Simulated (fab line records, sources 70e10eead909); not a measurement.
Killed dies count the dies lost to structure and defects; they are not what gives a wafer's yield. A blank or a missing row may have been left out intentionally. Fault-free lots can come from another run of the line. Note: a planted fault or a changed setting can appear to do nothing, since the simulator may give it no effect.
The tool behind it: which one? -- flow nand_harc -- Sampling: 10 lots, 30 wafers, 5 of 1159 route steps

## WHAT THE GAUGES READ, wafer by wafer
NHARC_END_SORT_01. Usual: defect_limited_yield 95.4 %, standard deviation 1.8; killed_at_array 28, standard deviation 11; killed_at_other 0.7, standard deviation 0.88; killed_at_periphery 3.1, standard deviation 2.2; killed_dies 31, standard deviation 12; killed_open 3.3, standard deviation 2; killed_short 2.0, standard deviation 1.6; sort_bin_2_pct 1.5 %, standard deviation 0.73; sort_bin_3_pct 0.27 %, standard deviation 0.22; sort_bin_4_pct 2.9 %, standard deviation 1.1; sort_n_pass 646, standard deviation 12; sort_rim_yield_pct 93 %, standard deviation 3.9; sort_yield_pct 95.4 %, standard deviation 1.8.
lot,measured,on,defect_limited_yield (%),killed_at_array,killed_at_other,killed_at_periphery,killed_dies,killed_open,killed_short,sort_bin_2_pct (%),sort_bin_3_pct (%),sort_bin_4_pct (%),sort_n_pass,sort_rim_yield_pct (%),sort_yield_pct (%),flag
L454,day 22 02:26,prober-02,93.1 90.0 93.8,44 33 40,1 1 0,2 34 2,47 68 42,5 1 3,1 1 0,1.8 3.4 2.7,0.59 2.36 0.30,4.6 4.3 3.2,630 609 635,90 83 89,93.1 90.0 93.8,OFF
L455,day 21 22:43,prober-01,95.6 95.6 90.7,27 25 20,0 1 1,3 4 42,30 30 63,3 1 5,3 2 2,2.4 0.9 4.1,0 0.15 1.48,2.1 3.4 3.7,647 647 614,93 96 85,95.6 95.6 90.7,OFF

## TOOL THAT RAN EACH LOT (tool first, then ch and the chambers of the sampled wafers, then the start)
lot,NHARC_P_BONDPAD_ETCH_37,NHARC_A_BONDPAD_ETCH_12,NHARC_THIN_TSV_ETCH_44,NHARC_THIN_TSV_STRIP_62
L447,"rie_diel-01 ch 0,3, day 7 04:11","rie_diel-02 ch 0,1,3, day 19 00:57 or earlier","rie_diel-10 ch 0,1,3, day 19 00:57","plasma_asher-02 ch 1, day 19 03:23"
L446,"rie_diel-09 ch 0,1,3, day 7 04:28","rie_diel-02 ch 0,1,3, day 19 04:50 or earlier","rie_diel-10 ch 0,1,2, day 19 04:50","plasma_asher-01 ch 1, day 19 07:17"
L448,"rie_diel-09 ch 1,2,3, day 7 10:09","rie_diel-02 ch 1,2,3, day 19 12:10 or earlier","rie_diel-03 ch 1,2, day 19 12:10","plasma_asher-02 ch 0,1, day 19 14:28"
L449,"rie_diel-09 ch 1,2, day 7 11:07","rie_diel-02 ch 1,2,3, day 19 06:08 or earlier","rie_diel-06 ch 0,3, day 19 06:08","plasma_asher-02 ch 0,1, day 19 08:36"
L450,"rie_diel-09 ch 1,2, day 7 11:54","rie_diel-02 ch 1,2, day 19 22:32 or earlier","rie_diel-06 ch 0,3, day 19 22:32","plasma_asher-02 ch 0,1, day 20 00:55"
L452,"rie_diel-09 ch 0,2, day 8 12:31","rie_diel-05 ch 1,2,3, day 20 17:05 or earlier","rie_diel-10 ch 1,3, day 20 17:05","plasma_asher-02 ch 0,1, day 20 19:34"
L453,"rie_diel-09 ch 2,3, day 8 13:45","rie_diel-07 ch 0,3, day 21 04:01 or earlier","rie_diel-06 ch 0,2,3, day 21 04:01","plasma_asher-01 ch 0,1, day 21 06:25"
L454,"rie_diel-09 ch 0,1,3, day 8 20:14","rie_diel-02 ch 0,2, day 21 07:19 or earlier","rie_diel-06 ch 2,3, day 21 07:19","plasma_asher-02 ch 0,1, day 21 09:40"
L455,"rie_diel-09 ch 1,2,3, day 8 20:35","rie_diel-02 ch 0,1,3, day 21 08:10 or earlier","rie_diel-06 ch 0,1,3, day 21 08:10","plasma_asher-02 ch 0,1, day 21 10:36"
L466,"rie_diel-01 ch 1,3, day 11 18:33","rie_diel-05 ch 0,1,3, day 24 08:16 or earlier","rie_diel-10 ch 1,3, day 24 08:16","plasma_asher-02 ch 0,1, day 24 10:48"
- NHARC_P_BONDPAD_ETCH_37: etches the open film in N2/H2, target depth 60 nm, overetch 18 nm, time 65.91 s.
- NHARC_A_BONDPAD_ETCH_12: etches the open film in CHF3/O2, target depth 220 nm, time 110 s.
- NHARC_THIN_TSV_ETCH_44: etches the open film in CF4/O2, target depth 1594.2 nm, time 797.1 s.
- NHARC_THIN_TSV_STRIP_62: strips in N2/H2, time 20 s.

## AS READ BY THE TOOLS THEMSELVES (means over the sampled wafers that have a number; for cases with no such wafer, the mark the record gives instead)
NHARC_P_BONDPAD_ETCH_37. Usual: drypump_motor_current_A 5.6 A, standard deviation 0.59; mfc_ar_sccm 0.014 sccm, standard deviation 0.015; oes_product_au 1.003 a.u., standard deviation 0.011; rf_vpp_V 428.4 V, standard deviation 1.6; showerhead_plenum_p_Torr 1.97 Torr, standard deviation 0.047; throttle_valve_pct 14.172 %, standard deviation 0.008.
lot,tool,drypump_motor_current_A (A),mfc_ar_sccm (sccm),oes_product_au (a.u.),rf_vpp_V (V),showerhead_plenum_p_Torr (Torr),throttle_valve_pct (%),flag
L447,rie_diel-01,5.5,0.027,1.015,428.2,1.96,14.173,
L446,rie_diel-09,5.7,0.020,1.001,428.2,1.96,14.166,
L448,rie_diel-09,5.5,0.021,0.999,428.6,1.95,14.174,
L449,rie_diel-09,5.1,0.017,1.006,429.2,1.96,14.165,
L450,rie_diel-09,5.1,0.017,1.005,428.4,1.96,14.168,
L452,rie_diel-09,5.5,0.002,1.004,427.7,1.96,14.176,
L453,rie_diel-09,6.0,0.014,0.995,427.2,1.93,14.169,
L454,rie_diel-09,5.7,0.020,0.994,428.6,1.96,14.180,
L455,rie_diel-09,5.5,0.021,1.006,428.0,1.95,14.177,
L466,rie_diel-01,5.1,0.017,1.011,430.7,2.05,14.176,

NHARC_A_BONDPAD_ETCH_12. Usual: drypump_motor_current_A 5.6 A, standard deviation 0.54; mfc_ar_sccm 200.0 sccm, standard deviation 0.64; oes_product_au 0.955 a.u., standard deviation 0.026; rf_vpp_V 371.2 V, standard deviation 2.9; showerhead_plenum_p_Torr 2.43 Torr, standard deviation 0.13; throttle_valve_pct 20.573 %, standard deviation 0.0083.
lot,tool,drypump_motor_current_A (A),mfc_ar_sccm (sccm),oes_product_au (a.u.),rf_vpp_V (V),showerhead_plenum_p_Torr (Torr),throttle_valve_pct (%),flag
L447,rie_diel-02,5.7,199.7,0.963,372.6,2.45,20.569,
L446,rie_diel-02,5.7,200.2,0.972,372.4,2.45,20.577,
L448,rie_diel-02,5.9,199.8,0.992,373.4,2.55,20.578,
L449,rie_diel-02,5.9,200.0,0.975,373.9,2.55,20.579,
L450,rie_diel-02,6.0,200.0,0.949,373.5,2.55,20.577,
L452,rie_diel-05,5.5,199.7,0.923,368.6,2.31,20.579,
L453,rie_diel-07,5.4,200.2,0.938,373.6,2.56,20.563,
L454,rie_diel-02,5.3,200.3,0.966,370.5,2.40,20.563,
L455,rie_diel-02,5.7,200.3,0.957,371.3,2.45,20.577,
L466,rie_diel-05,5.5,199.3,0.974,367.0,2.28,20.582,

NHARC_THIN_TSV_ETCH_44. Usual: drypump_motor_current_A 5.7 A, standard deviation 0.43; mfc_ar_sccm 0.010 sccm, standard deviation 0.0098; oes_product_au 1.000 a.u., standard deviation 0.014; rf_vpp_V 793 V, standard deviation 5.7; showerhead_plenum_p_Torr 1.82 Torr, standard deviation 0.09; throttle_valve_pct 16.915 %, standard deviation 0.0089.
lot,tool,drypump_motor_current_A (A),mfc_ar_sccm (sccm),oes_product_au (a.u.),rf_vpp_V (V),showerhead_plenum_p_Torr (Torr),throttle_valve_pct (%),flag
L447,rie_diel-10,5.6,0.005,0.998,793,1.80,16.910,
L446,rie_diel-10,5.2,0.001,0.991,791,1.77,16.920,
L448,rie_diel-03,5.6,0.016,0.993,792,1.80,16.907,
L449,rie_diel-06,6.1,0.007,0.997,800,1.93,16.916,
L450,rie_diel-06,6.1,0.007,0.996,801,1.93,16.922,
L452,rie_diel-10,5.8,0.009,0.985,795,1.83,16.914,
L453,rie_diel-06,5.9,0.016,1.001,800,1.93,16.919,
L454,rie_diel-06,6.1,0.027,1.008,801,1.95,16.912,
L455,rie_diel-06,5.9,0.004,1.001,796,1.85,16.917,
L466,rie_diel-10,5.6,0.007,1.016,795,1.85,16.929,

NHARC_THIN_TSV_STRIP_62. Usual: drypump_motor_current_A 5.7 A, standard deviation 0.41; heater_power_w 307 W, standard deviation 40.
lot,tool,drypump_motor_current_A (A),heater_power_w (W),flag
L447,plasma_asher-02,5.4,310,
L446,plasma_asher-01,5.3,291,
L448,plasma_asher-02,5.7,332,
L449,plasma_asher-02,5.7,331,
L450,plasma_asher-02,5.7,332,
L452,plasma_asher-02,5.8,336,
L453,plasma_asher-01,5.5,277,
L454,plasma_asher-02,6.1,347,
L455,plasma_asher-02,5.7,331,
L466,plasma_asher-02,6.1,350,

## THE ANSWER, worked out from the rows above alone
Rule: lot off if the mean of its wafers having a number is beyond 3 standard deviations from the usual mean. A lot without any number at a reading at which 4 lots or more have one is off too. The other lots that the step has rows for count as sound. Order of review: gauges by route order, followed by the tools' own readings, for which a lot's mean as printed above is used. At the first step where some lot is off, the reading lying furthest off is the one used; lots without a number count as furthest.
Off: L454, L455, at NHARC_END_SORT_01 (killed_at_periphery). Neither off nor sound, because the step has no rows for them: L447, L446, L448, L449, L450, L452, L453, L466.
A tool fits if, at a process step before that reading, it ran every lot that is off, and no sound lot after the first of them. Those tools and the gauges at NHARC_END_SORT_01 are tried in the same way. NHARC_A_BONDPAD_ETCH_12 gives no start for some lots, so the hours and the order of its lots are those of NHARC_THIN_TSV_ETCH_44. Can't be told from this: 4 tools fit, rie_diel-09 at NHARC_P_BONDPAD_ETCH_37, rie_diel-02 at NHARC_A_BONDPAD_ETCH_12, rie_diel-06 at NHARC_THIN_TSV_ETCH_44, plasma_asher-02 at NHARC_THIN_TSV_STRIP_62.

## WHAT THE SIMULATOR PUT IN
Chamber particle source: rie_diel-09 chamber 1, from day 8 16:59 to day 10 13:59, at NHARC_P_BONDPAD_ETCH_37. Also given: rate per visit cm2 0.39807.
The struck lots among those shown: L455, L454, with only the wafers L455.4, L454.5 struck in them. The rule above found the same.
